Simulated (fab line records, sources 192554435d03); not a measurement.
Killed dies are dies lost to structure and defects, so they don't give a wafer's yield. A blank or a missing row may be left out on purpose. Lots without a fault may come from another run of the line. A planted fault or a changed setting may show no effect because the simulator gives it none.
Which tool did it? | flow n5_finfet | 11 lots, 32 wafers sampled, at 5 steps of a route of 1938

WHAT THE GAUGES READ, wafer by wafer
N5_BEOL_M6_THK_MEAS_01.
lot  | measured     | on            | M6_ILD_THK (nm)
L291 | day 9 06:41  | film_metro-01 | 155.4 157.4 156.6
L290 | day 9 09:52  | film_metro-01 | 153.9 157.3 155.7
L292 | day 9 14:48  | film_metro-01 | 153.9 155.3 154.9
L294 | day 10 02:30 | film_metro-02 | 154.6 156.1 157.4
L295 | day 10 06:51 | film_metro-01 | 152.9 155.4 153.4
L298 | day 11 02:52 | film_metro-02 | 153.9 154.1 156.0
L299 | day 11 11:55 | film_metro-01 | 151.6 155.7 153.9
L297 | day 11 12:13 | film_metro-01 | 153.6 156.7 155.2
L301 | day 11 20:41 | film_metro-02 | 153.1 155.1 154.7
L304 | day 12 05:59 | film_metro-01 | 153.5 158.4 157.9
L307 | day 13 04:41 | film_metro-02 | 155.7 164.5

WHICH TOOL RAN EACH LOT (tool, then ch and the chambers of the sampled wafers, then the start)
lot  | N5_BEOL_M5_ANNEAL_49         | N5_BEOL_M5_ANNEAL_89         | N5_BEOL_M5_PRE_CLEAN_77          | N5_BEOL_M6_ILD_DEP_00
L291 | pvd_sputter-03, day 9 00:20  | pvd_sputter-03, day 9 03:36  | cvd_co-02 ch 0,1,2, day 9 05:49  | pecvd-01 ch 0,1,2, day 9 06:06
L290 | pvd_sputter-02, day 9 03:55  | pvd_sputter-02, day 9 07:10  | cvd_co-02 ch 0,1, day 9 09:01    | pecvd-04 ch 0,1, day 9 09:18
L292 | pvd_sputter-02, day 9 08:35  | pvd_sputter-02, day 9 11:50  | cvd_co-01 ch 0,1,2, day 9 13:56  | pecvd-04 ch 0,2, day 9 14:13
L294 | pvd_sputter-02, day 9 20:30  | pvd_sputter-02, day 9 23:46  | cvd_co-01 ch 0,1,2, day 10 01:36 | pecvd-04 ch 1,2, day 10 01:55
L295 | pvd_sputter-03, day 10 00:50 | pvd_sputter-03, day 10 04:05 | cvd_co-01 ch 1,2, day 10 05:56   | pecvd-03 ch 0,1, day 10 06:15
L298 | pvd_sputter-02, day 10 20:53 | pvd_sputter-02, day 11 00:09 | cvd_co-01 ch 0,2, day 11 02:01   | pecvd-03 ch 0,1,2, day 11 02:17
L299 | pvd_sputter-02, day 11 05:56 | pvd_sputter-02, day 11 09:11 | cvd_co-02 ch 0,1,2, day 11 11:03 | pecvd-01 ch 0,1,2, day 11 11:20
L297 | pvd_sputter-01, day 11 06:15 | pvd_sputter-01, day 11 09:31 | cvd_co-01 ch 0,1, day 11 11:22   | pecvd-03 ch 0,1, day 11 11:39
L301 | pvd_sputter-02, day 11 14:43 | pvd_sputter-02, day 11 17:59 | cvd_co-02 ch 1,2, day 11 19:49   | pecvd-01 ch 0,1, day 11 20:07
L304 | pvd_sputter-01, day 11 23:39 | pvd_sputter-01, day 12 02:55 | cvd_co-02 ch 1,2, day 12 05:07   | pecvd-04 ch 1,2, day 12 05:25
L307 | pvd_sputter-03, day 12 22:43 | pvd_sputter-03, day 13 01:59 | cvd_co-01 ch 1,2, day 13 03:50   | pecvd-03 ch 0,2, day 13 04:07
- N5_BEOL_M5_ANNEAL_49: time 1800 s.
- N5_BEOL_M5_ANNEAL_89: time 1800 s.
- N5_BEOL_M5_PRE_CLEAN_77: time 15 s.
- N5_BEOL_M6_ILD_DEP_00: deposits SiCOH lowk from DEMS/porogen, target thk 179.75 nm, time 33.4 s.

WHAT THE TOOLS THEMSELVES READ (means of the sampled wafers that have a number; where no wafer has one, the mark that the record gives instead)
N5_BEOL_M5_ANNEAL_49.
lot  | tool           | heater_power_w (W)
L291 | pvd_sputter-03 | 901
L290 | pvd_sputter-02 | 868
L292 | pvd_sputter-02 | 895
L294 | pvd_sputter-02 | 800
L295 | pvd_sputter-03 | 854
L298 | pvd_sputter-02 | 791
L299 | pvd_sputter-02 | 837
L297 | pvd_sputter-01 | 747
L301 | pvd_sputter-02 | 795
L304 | pvd_sputter-01 | 800
L307 | pvd_sputter-03 | 876

N5_BEOL_M5_ANNEAL_89.
lot  | tool           | heater_power_w (W)
L291 | pvd_sputter-03 | 917
L290 | pvd_sputter-02 | 890
L292 | pvd_sputter-02 | 876
L294 | pvd_sputter-02 | 799
L295 | pvd_sputter-03 | 857
L298 | pvd_sputter-02 | 791
L299 | pvd_sputter-02 | 875
L297 | pvd_sputter-01 | 739
L301 | pvd_sputter-02 | 796
L304 | pvd_sputter-01 | 805
L307 | pvd_sputter-03 | 873

N5_BEOL_M5_PRE_CLEAN_77.
lot  | tool      | heater_power_outer_w (W) | heater_power_w (W)
L291 | cvd_co-02 | 39                       | 116
L290 | cvd_co-02 | 33                       | 109
L292 | cvd_co-01 | 28                       | 96
L294 | cvd_co-01 | 28                       | 96
L295 | cvd_co-01 | 37                       | 112
L298 | cvd_co-01 | 39                       | 114
L299 | cvd_co-02 | 39                       | 115
L297 | cvd_co-01 | 19                       | 78
L301 | cvd_co-02 | 29                       | 107
L304 | cvd_co-02 | 30                       | 105
L307 | cvd_co-01 | 33                       | 104

N5_BEOL_M6_ILD_DEP_00.
lot  | tool     | heater_power_outer_w (W) | heater_power_w (W) | showerhead_plenum_p_Torr (Torr) | showerhead_vpp_V (V) | throttle_valve_pct (%)
L291 | pecvd-01 | 146                      | 299                | 5.735                           | 1391                 | 13.5
L290 | pecvd-04 | 120                      | 284                | 5.758                           | 1507                 | 14.3
L292 | pecvd-04 | 158                      | 328                | 5.749                           | 1449                 | 14.1
L294 | pecvd-04 | 163                      | 350                | 5.742                           | 1460                 | 13.8
L295 | pecvd-03 | 149                      | 323                | 5.747                           | 1362                 | 14.0
L298 | pecvd-03 | 155                      | 344                | 5.736                           | 1385                 | 13.6
L299 | pecvd-01 | 123                      | 265                | 5.749                           | 1410                 | 13.3
L297 | pecvd-03 | 153                      | 334                | 5.749                           | 1399                 | 14.0
L301 | pecvd-01 | 148                      | 303                | 5.746                           | 1348                 | 13.3
L304 | pecvd-04 | 148                      | 328                | 5.743                           | 1412                 | 13.7
L307 | pecvd-03 | 148                      | 339                | 5.728                           | 1412                 | 13.2

THE ANSWER, worked out from the rows above alone
Rule: what is usual is taken from the lots themselves. Put in order of their means at a reading, lots are off if they are a third of the lots or fewer, leave a main group of 4 or more, and stand apart from it by a gap of 3 or more times the standard deviation of the main group's means; of several such gaps the widest counts. A main group whose means are all the same, to the digits that the tables above print for the reading, isn't used. A lot without any number at a reading at which 4 lots or more have one is off too. The other lots that the step has rows for count as sound. The gauges are gone through in route order, then the tools' own readings, and for those a lot's mean is taken as printed above. The first step at which some lot is off is used, and at that step the reading that is off furthest; a lot without a number counts as furthest.
Off: L307, at N5_BEOL_M6_THK_MEAS_01 (M6_ILD_THK). The main group: mean 155.1 nm, standard deviation 0.98.
A tool fits if, at a process step before that reading, it ran every lot that is off, and no sound lot after the first of them. The gauges at N5_BEOL_M6_THK_MEAS_01 are tried like those tools. Can't be told from this: 4 tools fit, pvd_sputter-03 at N5_BEOL_M5_ANNEAL_49 and N5_BEOL_M5_ANNEAL_89, cvd_co-01 at N5_BEOL_M5_PRE_CLEAN_77, pecvd-03 at N5_BEOL_M6_ILD_DEP_00, film_metro-02 at N5_BEOL_M6_THK_MEAS_01.

WHAT THE SIMULATOR HAD PUT IN
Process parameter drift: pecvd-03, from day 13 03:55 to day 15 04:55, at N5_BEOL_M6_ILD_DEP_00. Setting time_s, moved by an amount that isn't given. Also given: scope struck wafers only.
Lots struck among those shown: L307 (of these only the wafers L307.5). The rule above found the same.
